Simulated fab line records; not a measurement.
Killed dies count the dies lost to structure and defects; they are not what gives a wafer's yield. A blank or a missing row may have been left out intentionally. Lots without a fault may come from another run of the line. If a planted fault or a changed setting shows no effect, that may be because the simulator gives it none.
fab line records	flow n5Finfet
record lots=7	wafers=21
route steps=1938 shown ILD0@344 SDB@350 HKMG_FIN@424 MOL_CONTACT_COAG@615 BEOL_M0_SAQP@643 BEOL_M0_CUTY@713 BEOL_M0@720 BEOL_M1@770 BEOL_M3@980 BEOL_M4@1028 BEOL_M5@1140
startH: start of the lot's first displayed wafer, in hours after the record's first day	waitH: how many hours have passed since the lot's step before this one	" same as the row above	L1.1+2: a row that stands for several wafers	- value missing, or start not given	* or withheld: withheld	< > ~ a bound
route shown NAME@n: a module of which the file shows steps, and the number in the route of the first	usual: mean and standard deviation over wafers with no fault	same: alike in all rows	chamber/n: place in a boat	sites: per-site readings	_std_site: standard deviation across them	_edge_site: the outer-site mean with the inner-site mean subtracted	radiusMm: for every site, how far away it sits from the centre of the wafer	mask NAME#n: copy n	behind: the most recent tool/chamber to have shaped the wafer	hold: why the lot was held/for how many hours/how that ended	device: whichever transistor did not switch (one of n, p or np)	end of line: tests run on the same wafers once the route is complete	a step with no rows: only its recipe	killed: count of dies lost to structure and defects at first sort (not the wafer's yield)	map: a wafer's dies, x killed, . not, _ none there
set.NAME: the setting as run; set.NAME@STEP: as run at that earlier step	model.NAME: the simulator's own value behind a step, which no gauge read
one table per step and one row per wafer, for lots whose settings were changed on purpose
## steps
# step N5_ILD0_CMP_12
# recipe stopOn=poly-Si	material=SiNx	tOverpolishS=6	postCmpClean=alkalineBrush	downForcePsi=2.5	platenRpm=51.8	padVelocityMS=1.0307	targetThkNm=17.67
# usual timeToEndpointS=28.9/2.6
lot.wafer	tool	chamber	startH	waitH	set.downForcePsi	timeToEndpointS
L074.1	cmp-01	3	64.86	1.1	2.5	24.2
L074.2	"	0	"	"	1.978	32.6
L074.6	"	3	"	"	1.978	32.9
L076.1	cmp-01	2	79.54	1.4	2.5	26.8
L076.3	"	3	"	"	2.5	27.7
L076.6	"	3	"	"	2.5	27.6
L079.2	cmp-01	2	97.24	1.2	2.5	24.9
L079.4	"	3	"	"	2.5	26.2
L079.6	"	2	"	"	2.5	25.2
L081.4	cmp-02	3	108.78	1.1	2.5	28.8
L081.3	"	0	"	"	2.5	30.8
L081.6	"	0	"	"	2.5	31.0
L095.4	cmp-02	0	232.32	1.2	2.186	30.7
L095.1	"	2	"	"	2.5	27.3
L095.5	"	3	"	"	2.5	27.0
L094.3	cmp-02	0	233.22	1.4	2.5	27.6
L094.1	"	1	"	"	2.264	31.2
L094.6	"	3	"	"	2.5	26.7
L097.1	cmp-02	1	234.32	1.1	2.314	31.1
L097.2	"	2	"	"	2.5	29.0
L097.5	"	1	"	"	2.5	28.4
# step N5_SDB_COAT_05
# recipe resist=CAR-ArF	spinRpm=1500	resistThkNm=90
lot.wafer	tool	chamber	startH	waitH	set.spinRpm	model.CAR-ArF_of_SDB_COAT_05.thkNm
L074.1	lithoTrack-02	0	-	-	1500	90.4
L074.2	"	0	"	"	1419	93
L074.6	"	0	"	"	1500	90.6
L076.1	lithoTrack-02	0	-	-	1588	87.8
L076.3	"	0	"	"	1500	90.4
L076.6	"	0	"	"	1588	87.6
L079.2+6	lithoTrack-03	0	-	-	1500	90
L079.4	"	0	"	"	1500	89.8
L081.3+4	lithoTrack-03	0	-	-	1500	89.8
L081.6	"	0	"	"	1500	90
L095.1+4+5	lithoTrack-02	0	-	-	1500	90
L094.1	lithoTrack-03	0	-	-	1599	87
L094.3+6	"	0	"	"	1599	87.2
L097.1+2	lithoTrack-01	0	-	-	1500	89.6
L097.5	"	0	"	"	1500	89.4
# step N5_HKMG_FIN_COAT_06
# recipe resist=CAR-ArF	spinRpm=1500	resistThkNm=90
lot.wafer	tool	chamber	startH	waitH	set.spinRpm	model.CAR-ArF_of_HKMG_FIN_COAT_06.thkNm
L074.1+6	lithoTrack-05	0	-	-	1500	90
L074.2	"	0	"	"	1500	90.2
L076.1	lithoTrack-02	0	-	-	1660	85.6
L076.3	"	0	"	"	1500	90.4
L076.6	"	0	"	"	1660	85.8
L079.2	lithoTrack-02	0	-	-	1609	87.2
L079.4+6	"	0	"	"	1500	90.2
L081.3	lithoTrack-04	0	-	-	1500	90
L081.4	"	0	"	"	1500	90.4
L081.6	"	0	"	"	1500	90.2
L095.1+4	lithoTrack-05	0	-	-	1500	90
L095.5	"	0	"	"	1500	90.2
L094.1	lithoTrack-04	0	-	-	1500	90.4
L094.3	"	0	"	"	1363	94.8
L094.6	"	0	"	"	1500	90.2
L097.1+2	lithoTrack-04	0	-	-	1500	90
L097.5	"	0	"	"	1556	88.8
# step N5_HKMG_FIN_DEVELOP_11
# recipe developTimeS=30	developer=TMAH	resist=CAR-ArF	devTempC=23	rinseLiquid=diw	dry=airSpin
lot.wafer	tool	chamber	startH	waitH	set.developTimeS	set.spinRpm@HKMG_FIN_COAT_06	model.CAR-ArF_of_HKMG_FIN_COAT_06.thkNm
L074.1+2+6	lithoTrack-02	0	-	-	30	1500	88.4
L076.1	lithoTrack-04	0	-	-	28.2	1660	84
L076.3	"	0	"	"	30	1500	88.8
L076.6	"	0	"	"	30	1660	84
L079.2	lithoTrack-04	0	-	-	30	1609	85.6
L079.4	"	0	"	"	30	1500	88.4
L079.6	"	0	"	"	30	1500	88.6
L081.3+6	lithoTrack-02	0	-	-	30	1500	88.4
L081.4	"	0	"	"	30	1500	88.6
L095.1+4	lithoTrack-04	0	-	-	33.01	1500	88.2
L095.5	"	0	"	"	30	1500	88.4
L094.1	lithoTrack-04	0	-	-	30	1500	88.8
L094.3	"	0	"	"	32.78	1363	93
L094.6	"	0	"	"	30	1500	88.4
L097.1	lithoTrack-04	0	-	-	31.93	1500	88.4
L097.2	"	0	"	"	31.93	1500	88.2
L097.5	"	0	"	"	30	1556	87
# step N5_MOL_CONTACT_COAG_VIA_ETCH_117
# recipe chemistry=C4F6/O2	targetDepthA=400	overetchA=80	maskMaterial=SOC	target=SiO2	biasW=455	pressureMtorr=10	timeS=26	sourceW=325	Ar_flow_sccm=300	C4F6_flow_sccm=10	O2_flow_sccm=10	ionEnergyEv=575.3	ends=endPoint
# usual rfVppV=1592/17
lot.wafer	tool	chamber	startH	waitH	set.biasW	rfVppV	model.SOC_of_MOL_CONTACT_COAG_COAT_62.thkNm
L074.1	rieDiel-01	0	101.40	0.0	501.6	1734	51.2
L074.2	"	2	"	"	501.6	1698	51.4
L074.6	"	3	"	"	455	1596	51.4
L076.1	rieDiel-04	0	116.69	0.0	415.3	1455	52
L076.3	"	2	"	"	455	1603	51.6
L076.6	"	2	"	"	455	1603	51.8
L079.2	rieDiel-01	0	132.43	0.0	532.2	1810	51.2
L079.4	"	2	"	"	532.2	1773	51.2
L079.6	"	2	"	"	532.2	1773	51.2
L081.3	rieDiel-01	2	142.89	0.0	455	1579	51.4
L081.4	"	0	"	"	455	1613	51.4
L081.6	"	0	"	"	455	1614	51.4
L095.1	rieDiel-01	2	279.20	0.0	455	1577	51.2
L095.4	"	1	"	"	381.7	1391	51.6
L095.5	"	1	"	"	381.7	1390	51.8
L094.1	rieDiel-06	0	279.30	0.0	521.3	1722	51.2
L094.3	"	2	"	"	521.3	1772	51.2
L094.6	"	3	"	"	455	1577	51.6
L097.1	rieDiel-01	3	279.54	0.0	527.4	1778	51
L097.2	"	0	"	"	527.4	1800	51
L097.5	"	0	"	"	455	1612	51.2
# step N5_MOL_CONTACT_COAG_ETCH_124
# recipe chemistry=CH3F/O2	target=SiNx	targetDepthA=65	maskMaterial=SOC	stopOn=SiOC	overEtchFrac=0.3	ionEnergyEv=120	pressureMtorr=30	sourceW=395	biasW=73	Ar_flow_sccm=150	CH3F_flow_sccm=30	O2_flow_sccm=20	ends=endPoint
lot.wafer	tool	chamber	startH	waitH	set.biasW@MOL_CONTACT_COAG_VIA_ETCH_117	model.SOC_of_MOL_CONTACT_COAG_COAT_62.thkNm
L074.1+2	rieDiel-01	0,2	101.43	0.0	501.6	48.2
L074.6	"	3	"	"	455	48.4
L076.1	rieDiel-04	0	116.72	0.0	415.3	49
L076.3	"	2	"	"	455	48.6
L076.6	"	2	"	"	455	48.8
L079.2+4+6	rieDiel-01	0,2,2	132.45	0.0	532.2	48
L081.3+6	rieDiel-01	2,0	142.91	0.0	455	48.2
L081.4	"	0	"	"	455	48.4
L095.1	rieDiel-01	2	279.23	0.0	455	48
L095.4+5	"	1	"	"	381.7	48.6
L094.1	rieDiel-06	0	279.33	0.0	521.3	48.2
L094.3	"	2	"	"	521.3	48
L094.6	"	3	"	"	455	48.4
L097.1	rieDiel-01	3	279.57	0.0	527.4	48
L097.2	"	0	"	"	527.4	47.8
L097.5	"	0	"	"	455	48.2
# step N5_BEOL_M0_SAQP_COAT_08
# recipe resist=CAR-ArF	spinRpm=1500	resistThkNm=90
lot.wafer	tool	chamber	startH	waitH	set.spinRpm	model.CAR-ArF_of_BEOL_M0_SAQP_COAT_08.thkNm
L074.1	lithoTrack-05	0	-	-	1500	90
L074.2	"	0	"	"	1500	90.2
L074.6	"	0	"	"	1500	90.4
L076.1	lithoTrack-04	0	-	-	1364	94.4
L076.3	"	0	"	"	1500	90.2
L076.6	"	0	"	"	1364	94.6
L079.2	lithoTrack-05	0	-	-	1500	90.2
L079.4	"	0	"	"	1429	92
L079.6	"	0	"	"	1429	92.4
L081.3	lithoTrack-04	0	-	-	1500	90
L081.4	"	0	"	"	1500	90.2
L081.6	"	0	"	"	1500	89.8
L095.1	lithoTrack-01	0	-	-	1500	89.8
L095.4	"	0	"	"	1500	90
L095.5	"	0	"	"	1500	89.6
L094.1+3	lithoTrack-04	0	-	-	1500	90.2
L094.6	"	0	"	"	1500	89.8
L097.1	lithoTrack-05	0	-	-	1417	92.8
L097.2	"	0	"	"	1417	92.6
L097.5	"	0	"	"	1500	90.2
# step N5_BEOL_M0_SAQP_DEVELOP_13
# recipe developTimeS=30	developer=TMAH	resist=CAR-ArF	devTempC=23	rinseLiquid=diw	dry=airSpin
lot.wafer	tool	chamber	startH	waitH	set.developTimeS	set.spinRpm@BEOL_M0_SAQP_COAT_08	model.CAR-ArF_of_BEOL_M0_SAQP_COAT_08.thkNm
L074.1	lithoTrack-05	0	-	-	30	1500	88.2
L074.2	"	0	"	"	30	1500	88.4
L074.6	"	0	"	"	30	1500	88.6
L076.1	lithoTrack-05	0	-	-	25.38	1364	93
L076.3	"	0	"	"	25.38	1500	88.6
L076.6	"	0	"	"	30	1364	92.8
L079.2	lithoTrack-05	0	-	-	23.34	1500	88.6
L079.4	"	0	"	"	23.34	1429	90.6
L079.6	"	0	"	"	30	1429	90.8
L081.3	lithoTrack-01	0	-	-	30	1500	88.2
L081.4	"	0	"	"	30	1500	88.4
L081.6	"	0	"	"	30	1500	88
L095.1+4	lithoTrack-04	0	-	-	25.04	1500	88.4
L095.5	"	0	"	"	30	1500	88
L094.1	lithoTrack-04	0	-	-	24.63	1500	88.6
L094.3	"	0	"	"	30	1500	88.6
L094.6	"	0	"	"	24.63	1500	88.4
L097.1+2	lithoTrack-04	0	-	-	30	1417	91
L097.5	"	0	"	"	30	1500	88.4
# step N5_BEOL_M0_CUTY_ETCH_63
# recipe chemistry=N2/H2	target=SOC	targetDepthA=827	overetchA=165	maskMaterial=SiARC	tempC=40	ionEnergyEv=200	timeS=124	pressureMtorr=30	sourceW=840	biasW=150	n2FlowSccm=200	h2FlowSccm=200
# usual rfVppV=524.9/2
lot.wafer	tool	chamber	startH	waitH	set.sourceW	rfVppV
L074.1	rieDiel-01	0	115.39	0.0	840	527.7
L074.2	"	3	"	"	840	522.3
L074.6	"	0	"	"	840	527.0
L076.1	rieDiel-04	2	129.54	0.0	840	527.6
L076.3	"	1	"	"	971.7	500.0
L076.6	"	1	"	"	971.7	500.6
L079.2	rieDiel-06	2	144.86	0.0	840	525.9
L079.4	"	1	"	"	840	525.0
L079.6	"	2	"	"	928.4	508.2
L081.3	rieDiel-04	3	169.47	0.0	840	527.3
L081.4	"	1	"	"	840	524.8
L081.6	"	3	"	"	840	526.6
L095.1	rieDiel-04	3	295.67	0.0	933.4	508.2
L095.4	"	1	"	"	840	525.3
L095.5	"	0	"	"	840	527.5
L094.1	rieDiel-01	3	296.51	0.0	840	523.0
L094.3	"	1	"	"	840	522.9
L094.6	"	2	"	"	749.6	540.1
L097.1	rieDiel-01	0	297.13	0.0	840	527.4
L097.2	"	2	"	"	840	522.0
L097.5	"	2	"	"	840	520.3
# step N5_BEOL_M0_ETCH_128
# recipe chemistry=CF4/N2	targetDepthA=120	overetchA=51	target=SiCN	timeS=21.4	ionEnergyEv=150	pressureMtorr=40	sourceW=430	biasW=70	Ar_flow_sccm=100	cf4FlowSccm=60	n2FlowSccm=60
# usual rfVppV=383.0/1.6
lot.wafer	tool	chamber	startH	waitH	set.sourceW	rfVppV
L074.1	rieDiel-01	3	117.62	0.0	459.8	375.0
L074.2	"	1	"	"	430	382.8
L074.6	"	3	"	"	459.8	374.2
L076.1	rieDiel-06	0	132.78	0.4	495.2	364.7
L076.3	"	3	"	"	495.2	365.3
L076.6	"	2	"	"	430	385.5
L079.2	rieDiel-06	1	148.23	0.0	430	383.5
L079.4	"	2	"	"	503	364.6
L079.6	"	3	"	"	430	382.4
L081.3	rieDiel-01	1	170.01	0.0	430	382.6
L081.4	"	0	"	"	430	384.8
L081.6	"	3	"	"	430	382.2
L095.1	rieDiel-04	0	302.87	0.2	430	384.8
L095.4	"	3	"	"	362.8	405.4
L095.5	"	0	"	"	362.8	408.8
L094.1	rieDiel-06	2	303.23	0.4	430	383.0
L094.3	"	3	"	"	430	382.5
L094.6	"	3	"	"	476.8	369.1
L097.1	rieDiel-01	1	303.32	0.3	467.7	372.6
L097.2	"	2	"	"	430	379.3
L097.5	"	3	"	"	430	381.9
# step N5_BEOL_M1_ETCH_64
# recipe chemistry=N2/H2	target=SOC	targetDepthA=750	overetchA=150	maskMaterial=SiARC	tempC=40	timeS=112.5	ionEnergyEv=200	pressureMtorr=30	sourceW=840	biasW=150	n2FlowSccm=200	h2FlowSccm=200
# usual rfVppV=523.1/2.6
lot.wafer	tool	chamber	startH	waitH	set.biasW	rfVppV	model.SiARC_of_BEOL_M1_COAT_62.thkNm
L074.1	rieDiel-05	3	122.25	0.0	150	524.7	6.6
L074.2	"	0	"	"	161	548.0	6.6
L074.6	"	0	"	"	161	545.6	6.6
L076.1	rieDiel-02	2	138.08	0.0	141.6	502.6	7.2
L076.3	"	0	"	"	150	524.8	7
L076.6	"	0	"	"	141.6	506.1	7.4
L079.2	rieDiel-02	2	167.63	0.0	150	523.1	6.6
L079.4	"	1	"	"	134.4	486.4	7.6
L079.6	"	2	"	"	134.4	487.4	7.4
L081.3	rieDiel-03	0	174.58	0.0	150	525.4	6.8
L081.4	"	1	"	"	150	523.2	7
L081.6	"	2	"	"	150	519.3	6.8
L095.1	rieDiel-02	1	309.21	0.0	150	521.3	6.8
L095.4	"	3	"	"	150	520.1	6.8
L095.5	"	2	"	"	150	522.3	6.8
L094.1	rieDiel-03	0	309.31	0.0	150	527.6	6.8
L094.3	"	2	"	"	150	519.1	6.8
L094.6	"	0	"	"	124.8	468.6	8
L097.1	rieDiel-02	2	309.51	0.0	150	521.5	6.6
L097.2	"	3	"	"	128.9	473.4	7.8
L097.5	"	3	"	"	128.9	473.0	7.8
# step N5_BEOL_M3_TRENCH_ETCH_37
# recipe chemistry=C4F6/O2	targetDepthA=555.55	target=SiOC	timeS=29.2	ionEnergyEv=250	pressureMtorr=30	sourceW=355	biasW=185	Ar_flow_sccm=300	C4F6_flow_sccm=10	O2_flow_sccm=10
# usual rfVppV=665/5.6
lot.wafer	tool	chamber	startH	waitH	set.biasW	rfVppV
L074.1	rieDiel-05	3	-	-	195.4	700
L074.2	"	1	"	"	185	671
L074.6	"	3	"	"	185	670
L076.1	rieDiel-05	3	-	-	173.6	639
L076.3	"	0	"	"	185	663
L076.6	"	3	"	"	185	670
L079.2	rieDiel-05	0	-	-	211.8	738
L079.4	"	0	"	"	211.8	738
L079.6	"	1	"	"	211.8	747
L081.3	rieDiel-05	2	-	-	185	666
L081.4	"	3	"	"	185	671
L081.6	"	2	"	"	185	667
L095.1	rieDiel-05	3	-	-	185	671
L095.4	"	2	"	"	216.8	756
L095.5	"	1	"	"	185	671
L094.1	rieDiel-05	2	-	-	185	666
L094.3	"	1	"	"	215.3	755
L094.6	"	3	"	"	215.3	756
L097.1	rieDiel-02	3	-	-	185	651
L097.2	"	0	"	"	185	664
L097.5	"	3	"	"	185	651
# step N5_BEOL_M4_COAT_05
# recipe resist=CAR-EUV	spinRpm=1500	resistThkNm=30
lot.wafer	tool	chamber	startH	waitH	set.spinRpm	model.CAR-EUV_of_BEOL_M4_COAT_05.thkNm
L074.1+2	lithoTrack-05	0	-	-	1628	28.6
L074.6	"	0	"	"	1500	29.8
L076.1+6	lithoTrack-04	0	-	-	1561	29.4
L076.3	"	0	"	"	1500	30
L079.2	lithoTrack-01	0	-	-	1500	30
L079.4	"	0	"	"	1614	28.8
L079.6	"	0	"	"	1614	29
L081.3+4+6	lithoTrack-01	0	-	-	1500	29.8
L095.1	lithoTrack-01	0	-	-	1606	29
L095.4	"	0	"	"	1500	30
L095.5	"	0	"	"	1500	29.8
L094.1	lithoTrack-01	0	-	-	1632	28.8
L094.3	"	0	"	"	1500	30.2
L094.6	"	0	"	"	1500	30
L097.1	lithoTrack-01	0	-	-	1428	30.8
L097.2	"	0	"	"	1500	30
L097.5	"	0	"	"	1428	30.6
# step N5_BEOL_M4_EBR_07
# recipe solvent=PGMEA	ebrWidthMm=1.5
# step N5_BEOL_M4_SOFTBAKE_06
# recipe tempC=110	timeS=60	resist=CAR-EUV
# step N5_BEOL_M4_DESCUM_16
# recipe chemistry=O2	timeS=7	sourcePowerW=50	biasPowerW=20	pressureMtorr=20	rfFrequencyHz=2.712e+07	tempC=40	resist=CAR-EUV	o2FlowSccm=225
lot.wafer	tool	chamber	startH	waitH	set.spinRpm@BEOL_M4_COAT_05	model.CAR-EUV_of_BEOL_M4_COAT_05.thkNm
L074.1+2	rieDiel-06	2,0	167.81	0.6	1628	24.8
L074.6	"	2	"	"	1500	25.8
L076.1+6	rieDiel-04	2,1	230.43	0.0	1561	25.4
L076.3	"	0	"	"	1500	26.2
L079.2	rieDiel-04	3	235.78	0.1	1500	26
L079.4	"	0	"	"	1614	24.8
L079.6	"	0	"	"	1614	25
L081.3	rieDiel-06	3	242.65	0.9	1500	25.8
L081.4+6	"	0	"	"	1500	26
L095.1	rieDiel-06	1	351.19	0.1	1606	25
L095.4+5	"	0,3	"	"	1500	26
L094.1	rieDiel-01	2	354.01	0.0	1632	24.8
L094.3	"	0	"	"	1500	26.4
L094.6	"	3	"	"	1500	26.2
L097.1	rieDiel-01	3	355.37	0.0	1428	26.8
L097.2	"	1	"	"	1500	26
L097.5	"	1	"	"	1428	26.6
# step N5_BEOL_M5_COAT_66
# recipe resist=SiARC	tempC=220	timeS=60	spinRpm=1500	resistThkNm=12
lot.wafer	tool	chamber	startH	waitH	set.spinRpm	model.SiARC_of_BEOL_M5_COAT_66.thkNm
L074.1+6	lithoTrack-03	0	-	-	1500	12
L074.2	"	0	"	"	1381	12.4
L076.1+3	lithoTrack-03	0	-	-	1500	12
L076.6	"	0	"	"	1619	11.6
L079.2+4	lithoTrack-01	0	-	-	1601	11.6
L079.6	"	0	"	"	1500	11.8
L081.3+4+6	lithoTrack-01	0	-	-	1500	12
L095.1+4+5	lithoTrack-03	0	-	-	1500	12
L094.1+6	lithoTrack-02	0	-	-	1500	12
L094.3	"	0	"	"	1444	12.2
L097.1+2	lithoTrack-03	0	-	-	1500	12
L097.5	"	0	"	"	1370	12.6
## key
split step=N5_ILD0_CMP_12	setting=downForcePsi	stated=2.5	by=wafer
response step=N5_ILD0_CMP_12	reading=timeToEndpointS	change=*	per=1%	r=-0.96
split step=N5_SDB_COAT_05	setting=spinRpm	stated=1500	by=wafer
response step=N5_SDB_COAT_05	reading=model.CAR-ArF_of_SDB_COAT_05.thkNm	change=-0.461	per=1%	r=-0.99
split step=N5_HKMG_FIN_COAT_06	setting=spinRpm	stated=1500	by=wafer
response step=N5_HKMG_FIN_COAT_06	reading=model.CAR-ArF_of_HKMG_FIN_COAT_06.thkNm	change=-0.445	per=1%	r=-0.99
response step=N5_HKMG_FIN_DEVELOP_11	reading=model.CAR-ArF_of_HKMG_FIN_COAT_06.thkNm	change=-0.444	per=1%	r=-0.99
split step=N5_HKMG_FIN_DEVELOP_11	setting=developTimeS	stated=30	by=wafer
response none clear
split step=N5_MOL_CONTACT_COAG_VIA_ETCH_117	setting=biasW	stated=455	by=wafer
response step=N5_MOL_CONTACT_COAG_VIA_ETCH_117	reading=rfVppV	change=+11.9	per=1%	r=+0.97
response step=N5_MOL_CONTACT_COAG_VIA_ETCH_117	reading=model.SOC_of_MOL_CONTACT_COAG_COAT_62.thkNm	change=-0.0229	per=1%	r=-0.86
response step=N5_MOL_CONTACT_COAG_ETCH_124	reading=model.SOC_of_MOL_CONTACT_COAG_COAT_62.thkNm	change=-0.0259	per=1%	r=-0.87
split step=N5_BEOL_M0_SAQP_COAT_08	setting=spinRpm	stated=1500	by=wafer
response step=N5_BEOL_M0_SAQP_COAT_08	reading=model.CAR-ArF_of_BEOL_M0_SAQP_COAT_08.thkNm	change=-0.461	per=1%	r=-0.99
response step=N5_BEOL_M0_SAQP_DEVELOP_13	reading=model.CAR-ArF_of_BEOL_M0_SAQP_COAT_08.thkNm	change=-0.468	per=1%	r=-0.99
split step=N5_BEOL_M0_SAQP_DEVELOP_13	setting=developTimeS	stated=30	by=wafer
response none clear
split step=N5_BEOL_M0_CUTY_ETCH_63	setting=sourceW	stated=840	by=wafer
response step=N5_BEOL_M0_CUTY_ETCH_63	reading=rfVppV	change=-1.67	per=1%	r=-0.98
split step=N5_BEOL_M0_ETCH_128	setting=sourceW	stated=430	by=wafer
response step=N5_BEOL_M0_ETCH_128	reading=rfVppV	change=-1.24	per=1%	r=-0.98
split step=N5_BEOL_M1_ETCH_64	setting=biasW	stated=150	by=wafer
response step=N5_BEOL_M1_ETCH_64	reading=rfVppV	change=+3.34	per=1%	r=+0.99
response step=N5_BEOL_M1_ETCH_64	reading=model.SiARC_of_BEOL_M1_COAT_62.thkNm	change=-0.0714	per=1%	r=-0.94
split step=N5_BEOL_M3_TRENCH_ETCH_37	setting=biasW	stated=185	by=wafer
response step=N5_BEOL_M3_TRENCH_ETCH_37	reading=rfVppV	change=+5.14	per=1%	r=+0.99
split step=N5_BEOL_M4_COAT_05	setting=spinRpm	stated=1500	by=wafer
response step=N5_BEOL_M4_COAT_05	reading=model.CAR-EUV_of_BEOL_M4_COAT_05.thkNm	change=-0.142	per=1%	r=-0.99
response step=N5_BEOL_M4_DESCUM_16	reading=model.CAR-EUV_of_BEOL_M4_COAT_05.thkNm	change=-0.147	per=1%	r=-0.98
split step=N5_BEOL_M5_COAT_66	setting=spinRpm	stated=1500	by=wafer
response step=N5_BEOL_M5_COAT_66	reading=model.SiARC_of_BEOL_M5_COAT_66.thkNm	change=-0.0524	per=1%	r=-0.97
